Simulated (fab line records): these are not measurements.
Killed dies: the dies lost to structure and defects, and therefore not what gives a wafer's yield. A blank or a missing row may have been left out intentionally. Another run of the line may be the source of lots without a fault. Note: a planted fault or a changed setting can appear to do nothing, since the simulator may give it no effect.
Chamber matching / flow nand_harc / NHARC_P_CONTACT_CMP_01 on cmp-02 has 4 sister chambers
The step polishes SiO2, target thk 200 nm. 8 wafers are shown with their chamber, then 10 later ones without.

## WAFERS WITH THEIR CHAMBER
wafer=L077.4; chamber=0; motor_current_A (A)=13.0
wafer=L080.3; chamber=1; motor_current_A (A)=12.1
wafer=L080.5; chamber=2; motor_current_A (A)=12.2
wafer=L084.3; chamber=1; motor_current_A (A)=11.8
wafer=L084.4; chamber=0; motor_current_A (A)=12.9
wafer=L084.5; chamber=3; motor_current_A (A)=12.1
wafer=L087.2; chamber=3; motor_current_A (A)=12.3
wafer=L087.3; chamber=2; motor_current_A (A)=12.1

## WAFERS WHOSE CHAMBER IS MISSING
wafer=L087.4; motor_current_A (A)=11.4
wafer=L092.1; motor_current_A (A)=13.5
wafer=L092.3; motor_current_A (A)=12.2
wafer=L092.6; motor_current_A (A)=11.7
wafer=L093.1; motor_current_A (A)=11.9
wafer=L093.2; motor_current_A (A)=11.9
wafer=L093.4; motor_current_A (A)=12.8
wafer=L094.1; motor_current_A (A)=12.7
wafer=L094.2; motor_current_A (A)=12.0
wafer=L094.6; motor_current_A (A)=13.0

## CHAMBER TAKEN BY EACH
wafer=L087.4; from the rows above=can't be placed: 1 or 2 or 3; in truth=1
wafer=L092.1; from the rows above=0; in truth=0
wafer=L092.3; from the rows above=can't be placed: 3 or 2 or 1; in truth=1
wafer=L092.6; from the rows above=can't be placed: 1 or 2 or 3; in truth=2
wafer=L093.1; from the rows above=can't be placed: 1 or 2 or 3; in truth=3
wafer=L093.2; from the rows above=can't be placed: 1 or 2 or 3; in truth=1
wafer=L093.4; from the rows above=0; in truth=0
wafer=L094.1; from the rows above=can't be placed: 0 or 3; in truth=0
wafer=L094.2; from the rows above=can't be placed: 1 or 2 or 3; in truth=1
wafer=L094.6; from the rows above=0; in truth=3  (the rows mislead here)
Correct placement for 2 of the 10. Unplaceable from these rows: 7, with the true chamber sitting among the candidates in 7. 1 placed wrongly.
How it was worked out, from the rows above alone: a wafer's distance from a chamber is the root of the sum, over the readings, of the square of ((its reading less the chamber's mean) divided by the reading's scatter). The wafer belongs to the nearest chamber; if the next one is less than 2 further off, it can't be placed. Each chamber's mean is taken over the wafers shown for it. How the scatter is found: for the shown wafers, subtract from each reading the mean of its chamber, square and add these, divide the total by (wafers less chambers), then take the root.
